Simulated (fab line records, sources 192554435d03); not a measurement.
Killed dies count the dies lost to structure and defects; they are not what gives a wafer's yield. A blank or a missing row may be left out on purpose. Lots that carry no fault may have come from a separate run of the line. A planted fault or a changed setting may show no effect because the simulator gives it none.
Which of the tools did it? | flow n5_finfet | 13 lots with 39 wafers sampled at 7 steps, on a route of 1938 steps

## WHAT THE GAUGES SHOWED, per wafer
N5_DUMMY_GATE_CD_MEAS_24 targets a cd of 15 nm.
lot  | measured    | on        | cd_nm (nm)
L260 | day 3 11:31 | cd_sem-03 | 14.9 15.2 15.2
L261 | day 3 15:37 | cd_sem-03 | 15.3 14.7 15.1
L262 | day 3 15:53 | cd_sem-01 | 15.1 14.3 14.6
L264 | day 3 23:02 | cd_sem-01 | 14.6 14.8 15.6
L263 | day 4 03:03 | cd_sem-03 | 15.4 14.9 14.7
L266 | day 4 11:03 | cd_sem-01 | 15.4 15.0 14.7
L265 | day 4 12:45 | cd_sem-02 | 15.0 16.0 15.3
L267 | day 4 19:12 | cd_sem-02 | 15.0 15.0 15.2
L268 | day 5 01:38 | cd_sem-02 | 15.8 15.4 14.9
L275 | day 6 23:38 | cd_sem-02 | 15.2 14.9 15.5
L279 | day 7 21:28 | cd_sem-01 | 15.9 15.7 15.4
L281 | day 8 07:56 | cd_sem-03 | 15.3 15.0 15.5
L282 | day 8 13:17 | cd_sem-01 | 14.9 15.6 15.6

N5_SD_EPI_N_CD_MEAS_09 targets a cd of 120 nm.
lot  | measured    | on        | cd_nm (nm)
L260 | day 3 12:41 | cd_sem-02 | 121.1 120.3 119.8
L261 | day 3 16:53 | cd_sem-01 | 120.7 119.8 119.9
L262 | day 3 17:04 | cd_sem-02 | 120.3 121.4 121.2
L264 | day 4 00:20 | cd_sem-01 | 119.6 121.1 120.0
L263 | day 4 04:20 | cd_sem-01 | 121.2 120.1 120.4
L266 | day 4 12:14 | cd_sem-01 | 120.4 120.2 121.2
L265 | day 4 14:01 | cd_sem-02 | 120.6 119.8 119.9
L267 | day 4 20:30 | cd_sem-01 | 121.2 119.7 120.0
L268 | day 5 04:22 | cd_sem-01 | 120.6 120.6 122.1
L275 | day 7 01:00 | cd_sem-01 | 119.9 120.8 120.9
L279 | day 7 23:25 | cd_sem-02 | 119.6 120.5 118.5
L281 | day 8 09:14 | cd_sem-03 | 120.0 120.1 120.2
L282 | day 8 14:35 | cd_sem-01 | 120.1 119.9 119.5

N5_SD_EPI_N_EPI_MEAS_23.
lot  | measured    | on            | thk_nm (nm)
L260 | day 3 16:10 | film_metro-01 | 56.8 60.4 58.1
L261 | day 3 20:22 | film_metro-02 | 58.2 58.0 59.3
L262 | day 3 20:34 | film_metro-02 | 56.8 57.1 60.5
L264 | day 4 03:49 | film_metro-01 | 60.2 59.9 59.0
L263 | day 4 07:49 | film_metro-01 | 56.5 58.8 59.3
L266 | day 4 16:24 | film_metro-01 | 61.1 57.8 58.7
L265 | day 4 17:30 | film_metro-02 | 57.4 58.5 57.0
L267 | day 5 00:21 | film_metro-01 | 59.8 59.5 60.2
L268 | day 5 08:14 | film_metro-01 | 57.6 58.9 59.7
L275 | day 7 05:16 | film_metro-01 | 0.5 58.0 2.6
L279 | day 8 03:38 | film_metro-01 | 57.9 59.6 58.4
L281 | day 8 12:43 | film_metro-02 | 59.2 59.5 57.8
L282 | day 8 18:14 | film_metro-01 | 56.7 58.8 58.4

N5_BEOL_M4_RC_MEAS_101.
lot  | measured     | on        | DIBL_N (mV/V)  | DIBL_P (mV/V)  | IOFF_N (nA/um)    | IOFF_P (nA/um) | ION_N (uA/um) | ION_P (uA/um) | SS_N (mV/dec)  | SS_P (mV/dec)  | VT_N (mV)         | VT_P (mV)
L260 | day 9 00:48  | prober-02 | 37.5 34.2 36.4 | 37.4 33.4 35.8 | 0.178 0.133 0.157 | 0.29 0.23 0.26 | 673 672 666   | 469 475 468   | 71.7 70.0 71.2 | 73.6 73.3 73.5 | 248.0 251.1 253.0 | -242 -245 -243
L261 | day 9 05:26  | prober-01 | 35.0 38.3 39.0 | 33.2 38.5 38.7 | 0.116 0.186 0.196 | 0.17 0.26 0.26 | 670 688 700   | 455 474 477   | 71.2 72.9 72.4 | 73.0 73.9 73.9 | 252.2 245.6 245.2 | -252 -247 -246
L262 | day 13 19:13 | prober-01 | 34.5 36.8 37.0 | 35.1 38.3 39.3 | 0.143 0.181 0.202 | 0.19 0.23 0.26 | 664 683 688   | 458 470 469   | 71.8 71.7 72.3 | 73.2 74.0 73.5 | 250.0 249.0 244.7 | -254 -251 -247
L264 | day 10 23:41 | prober-02 | 37.7 38.0 34.4 | 38.6 38.8 34.9 | 0.180 0.185 0.128 | 0.23 0.23 0.17 | 685 679 671   | 477 467 462   | 71.5 72.4 71.1 | 73.7 73.4 72.3 | 249.5 246.9 252.7 | -247 -248 -250
L263 | day 11 04:26 | prober-02 | 32.7 35.9 36.7 | 32.2 34.8 36.0 | 0.103 0.140 0.152 | 0.16 0.19 0.20 | 668 672 678   | 463 457 458   | 70.7 70.7 70.6 | 72.2 73.0 73.6 | 255.7 251.5 250.0 | -256 -255 -251
L266 | day 12 00:50 | prober-02 | 34.7 35.7 35.7 | 35.6 36.4 36.5 | 0.134 0.155 0.146 | 0.18 0.20 0.19 | 666 679 674   | 460 461 465   | 71.4 71.4 71.2 | 72.7 72.8 72.5 | 252.2 248.9 249.6 | -252 -251 -251
L265 | day 11 22:34 | prober-01 | 38.5 34.9 37.2 | 40.8 36.2 39.1 | 0.191 0.124 0.178 | 0.23 0.17 0.20 | 689 654 700   | 469 455 465   | 71.7 71.2 71.2 | 73.7 73.0 74.1 | 247.8 255.7 246.3 | -248 -254 -252
L267 | day 12 05:21 | prober-01 | 36.9 35.5 36.7 | 37.4 35.5 36.4 | 0.154 0.126 0.142 | 0.20 0.18 0.18 | 673 660 670   | 455 455 455   | 71.7 72.1 71.4 | 73.4 72.6 73.1 | 252.1 252.8 250.3 | -252 -252 -254
L268 | day 12 12:19 | prober-01 | 32.5 35.8 33.1 | 32.9 37.7 34.8 | 0.102 0.158 0.113 | 0.15 0.21 0.17 | 657 673 662   | 452 465 463   | 70.8 71.1 70.6 | 71.7 73.0 72.3 | 255.7 249.3 252.1 | -254 -248 -254
L275 | day 13 22:12 | prober-02 | 36.9           | 37.0           | 0.160             | 0.25           | 669           | 465           | 71.2           | 73.9           | 245.8             | -246
L279 | day 15 04:00 | prober-01 | 35.2 33.8 36.6 | 32.4 32.5 35.7 | 0.128 0.107 0.150 | 0.17 0.17 0.22 | 662 669 673   | 459 462 466   | 70.8 70.2 71.1 | 72.1 72.8 72.9 | 256.1 258.0 251.3 | -253 -255 -248
L281 | day 15 06:41 | prober-02 | 37.4 37.1 34.3 | 39.0 37.7 34.6 | 0.203 0.182 0.134 | 0.29 0.27 0.21 | 690 676 668   | 476 471 466   | 71.6 71.2 70.7 | 74.1 73.0 72.8 | 243.0 246.8 252.2 | -243 -244 -243
L282 | day 15 08:19 | prober-01 | 36.7 37.2 36.0 | 35.6 37.2 34.8 | 0.158 0.174 0.164 | 0.24 0.26 0.23 | 666 677 686   | 465 471 477   | 71.5 71.2 71.5 | 73.4 73.7 73.0 | 252.7 247.7 248.4 | -247 -243 -247

## EACH LOT AND THE TOOL THAT RAN IT (in order: tool; ch and the chambers of the sampled wafers; start)
lot  | N5_SD_EPI_N_ETCH_35               | N5_SD_EPI_N_ETCHBACK_44           | N5_SD_EPI_N_ETCH_45
L260 | rie_diel-05 ch 1,3, day 3 12:52   | rie_diel-05 ch 1,3, day 3 13:11   | rie_diel-05 ch 1,3, day 3 13:17
L261 | rie_diel-01 ch 0,2, day 3 17:04   | rie_diel-01 ch 0,2, day 3 17:24   | rie_diel-01 ch 0,2, day 3 17:30
L262 | rie_diel-05 ch 0,1,3, day 3 17:16 | rie_diel-05 ch 0,1,3, day 3 17:35 | rie_diel-05 ch 0,1,3, day 3 17:41
L264 | rie_diel-05 ch 1,2,3, day 4 00:31 | rie_diel-05 ch 1,2,3, day 4 00:50 | rie_diel-05 ch 1,2,3, day 4 00:56
L263 | rie_diel-05 ch 0,1,2, day 4 04:30 | rie_diel-05 ch 0,1,2, day 4 04:50 | rie_diel-05 ch 0,1,2, day 4 04:56
L266 | rie_diel-01 ch 0,1, day 4 13:05   | rie_diel-01 ch 0,1, day 4 13:25   | rie_diel-01 ch 0,1, day 4 13:31
L265 | rie_diel-05 ch 2,3, day 4 14:12   | rie_diel-05 ch 2,3, day 4 14:32   | rie_diel-05 ch 2,3, day 4 14:38
L267 | rie_diel-05 ch 2,3, day 4 20:46   | rie_diel-05 ch 2,3, day 4 21:15   | rie_diel-05 ch 2,3, day 4 21:24
L268 | rie_diel-05 ch 0,3, day 5 04:35   | rie_diel-05 ch 0,3, day 5 05:04   | rie_diel-05 ch 0,3, day 5 05:13
L275 | rie_diel-01 ch 0,3, day 7 01:10   | rie_diel-01 ch 0,3, day 7 01:30   | rie_diel-01 ch 0,3, day 7 01:36
L279 | rie_diel-03 ch 0,1,2, day 7 23:35 | rie_diel-03 ch 0,1,2, day 7 23:55 | rie_diel-03 ch 0,1,2, day 8 00:01
L281 | rie_diel-03 ch 0,2,3, day 8 09:24 | rie_diel-03 ch 0,2,3, day 8 09:44 | rie_diel-03 ch 0,2,3, day 8 09:50
L282 | rie_diel-05 ch 0,1, day 8 14:53   | rie_diel-05 ch 0,1, day 8 15:13   | rie_diel-05 ch 0,1, day 8 15:19
- N5_SD_EPI_N_ETCH_35: etches SOC in N2/H2, overetch 108 nm, time 486 s.
- N5_SD_EPI_N_ETCHBACK_44: etches SiNx in CH3F/O2, stops on SiO2, target depth 14.5 nm.
- N5_SD_EPI_N_ETCH_45: etches SiOCN in CH3F/O2, target depth 6 nm.

## AS READ BY THE TOOLS THEMSELVES (means over the sampled wafers that have a number; for cases with no such wafer, the mark the record gives instead)
N5_SD_EPI_N_ETCH_35.
lot  | tool        | drypump_motor_current_A (A) | oes_product_au (a.u.) | rf_vpp_V (V) | showerhead_plenum_p_Torr (Torr) | throttle_valve_pct (%)
L260 | rie_diel-05 | 6.0                         | 0.62                  | 240.5        | 2.49                            | 23.66
L261 | rie_diel-01 | 5.7                         | 0.68                  | 242.0        | 2.58                            | 23.74
L262 | rie_diel-05 | 5.7                         | 0.69                  | 240.6        | 2.52                            | 23.63
L264 | rie_diel-05 | 5.8                         | 0.64                  | 240.6        | 2.55                            | 23.71
L263 | rie_diel-05 | 5.7                         | 0.71                  | 241.1        | 2.57                            | 23.75
L266 | rie_diel-01 | 6.3                         | 0.75                  | 240.0        | 2.46                            | 23.64
L265 | rie_diel-05 | 5.6                         | 0.66                  | 240.9        | 2.60                            | 23.77
L267 | rie_diel-05 | 5.6                         | 0.66                  | 241.2        | 2.60                            | 23.76
L268 | rie_diel-05 | 5.4                         | 0.74                  | 240.3        | 2.56                            | 23.64
L275 | rie_diel-01 | 5.5                         | 0.70                  | 238.1        | 2.36                            | 23.37
L279 | rie_diel-03 | 6.4                         | 0.76                  | 241.0        | 2.55                            | 23.82
L281 | rie_diel-03 | 6.1                         | 0.70                  | 241.4        | 2.55                            | 24.12
L282 | rie_diel-05 | 5.9                         | 0.80                  | 240.6        | 2.50                            | 23.54

N5_SD_EPI_N_ETCHBACK_44.
lot  | tool        | CH3F_flow_sccm (sccm) | drypump_motor_current_A (A) | oes_f_703_au (a.u.) | oes_product_au (a.u.) | rf_vpp_V (V) | showerhead_plenum_p_Torr (Torr) | throttle_valve_pct (%)
L260 | rie_diel-05 | 30.05                 | 6.0                         | 0.69                | 0.59                  | 296          | 1.97                            | 16.50
L261 | rie_diel-01 | 29.98                 | 5.7                         | 0.75                | 0.66                  | 300          | 2.03                            | 16.40
L262 | rie_diel-05 | 30.05                 | 5.7                         | 0.78                | 0.66                  | 294          | 2.00                            | 16.38
L264 | rie_diel-05 | 29.95                 | 5.8                         | 0.73                | 0.62                  | 297          | 2.01                            | 16.45
L263 | rie_diel-05 | 29.94                 | 5.7                         | 0.81                | 0.68                  | 295          | 2.04                            | 16.38
L266 | rie_diel-01 | 29.99                 | 6.3                         | 0.83                | 0.71                  | 289          | 1.94                            | 16.22
L265 | rie_diel-05 | 29.93                 | 5.6                         | 0.77                | 0.63                  | 296          | 2.05                            | 16.41
L267 | rie_diel-05 | 29.90                 | 5.6                         | 0.76                | 0.62                  | 297          | 2.05                            | 16.41
L268 | rie_diel-05 | 30.03                 | 5.4                         | 0.84                | 0.70                  | 293          | 2.03                            | 16.30
L275 | rie_diel-01 | 29.99                 | 5.5                         | 0.78                | 0.65                  | 292          | 1.86                            | 16.24
L279 | rie_diel-03 | 29.98                 | 6.4                         | 0.87                | 0.73                  | 293          | 2.01                            | 16.31
L281 | rie_diel-03 | 29.97                 | 6.1                         | 0.80                | 0.68                  | 296          | 2.01                            | 16.59
L282 | rie_diel-05 | 30.00                 | 5.9                         | 0.88                | 0.76                  | 294          | 1.99                            | 16.19

N5_SD_EPI_N_ETCH_45.
lot  | tool        | CH3F_flow_sccm (sccm) | drypump_motor_current_A (A) | oes_product_au (a.u.) | rf_vpp_V (V) | showerhead_plenum_p_Torr (Torr) | throttle_valve_pct (%)
L260 | rie_diel-05 | 30.06                 | 6.0                         | 0.69                  | 126.8        | 1.97                            | 23.34
L261 | rie_diel-01 | 29.98                 | 5.7                         | 0.76                  | 127.9        | 2.02                            | 23.36
L262 | rie_diel-05 | 29.96                 | 5.7                         | 0.77                  | 127.6        | 2.00                            | 23.32
L264 | rie_diel-05 | 30.08                 | 5.8                         | 0.72                  | 127.8        | 2.01                            | 23.31
L263 | rie_diel-05 | 29.98                 | 5.7                         | 0.80                  | 127.8        | 2.03                            | 23.32
L266 | rie_diel-01 | 30.04                 | 6.3                         | 0.83                  | 125.7        | 1.93                            | 23.23
L265 | rie_diel-05 | 29.95                 | 5.6                         | 0.75                  | 128.1        | 2.04                            | 23.28
L267 | rie_diel-05 | 30.06                 | 5.6                         | 0.74                  | 128.5        | 2.04                            | 23.28
L268 | rie_diel-05 | 29.97                 | 5.5                         | 0.75                  | 127.8        | 2.00                            | 23.28
L275 | rie_diel-01 | 30.05                 | 5.5                         | 0.47                  | 126.9        | 1.85                            | 23.10
L279 | rie_diel-03 | 30.04                 | 6.4                         | 0.85                  | 127.3        | 2.00                            | 23.33
L281 | rie_diel-03 | 30.07                 | 6.1                         | 0.79                  | 128.0        | 2.01                            | 23.61
L282 | rie_diel-05 | 30.03                 | 5.9                         | 0.90                  | 128.1        | 1.99                            | 23.21

## THE ANSWER, worked out from the rows above alone
Rule: usual is defined by the lots themselves. The widest of any qualifying gaps counts: lots, ordered by their means at a reading, are off when they make up no more than a third of the lots, leave a main group of 4 or more, and stand apart from it by 3 or more times the standard deviation of that group's means. The tables above print the reading to a certain number of digits; a main group whose means all agree to those digits is not used. Also off: a lot with no number at a reading for which 4 or more lots have one. All remaining lots with rows at the step are treated as sound. Order of review: gauges by route order, followed by the tools' own readings, for which a lot's mean as printed above is used. At the first step where some lot is off, the reading lying furthest off is the one used; lots without a number count as furthest.
Off: L275 (N5_SD_EPI_N_EPI_MEAS_23, thk_nm). The main group: mean 58.6 nm, standard deviation 0.64.
A tool fits if, at a process step before that reading, it ran every lot that is off, and no sound lot after the first of them. The gauges at N5_SD_EPI_N_EPI_MEAS_23 aren't tried: what is off there is off at N5_SD_EPI_N_ETCH_35 too, on other tools, and a gauge's error can't cause that. One fits: N5_SD_EPI_N_ETCH_35 and N5_SD_EPI_N_ETCHBACK_44 and N5_SD_EPI_N_ETCH_45 on rie_diel-01. At N5_SD_EPI_N_ETCH_35 its last sound lot is L266 (day 4 13:05), its first lot that is off L275 (day 7 01:10): a fault that began between those two fits.
On the lots that are off, the tool's own readings at N5_SD_EPI_N_ETCH_35 differ by more than 5 times the standard deviation of the sound lots' means, which bears it out; rf_vpp_V reads 238.1 V there versus 240.8 V on the sound lots.

## WHAT THE SIMULATOR HAD INSERTED
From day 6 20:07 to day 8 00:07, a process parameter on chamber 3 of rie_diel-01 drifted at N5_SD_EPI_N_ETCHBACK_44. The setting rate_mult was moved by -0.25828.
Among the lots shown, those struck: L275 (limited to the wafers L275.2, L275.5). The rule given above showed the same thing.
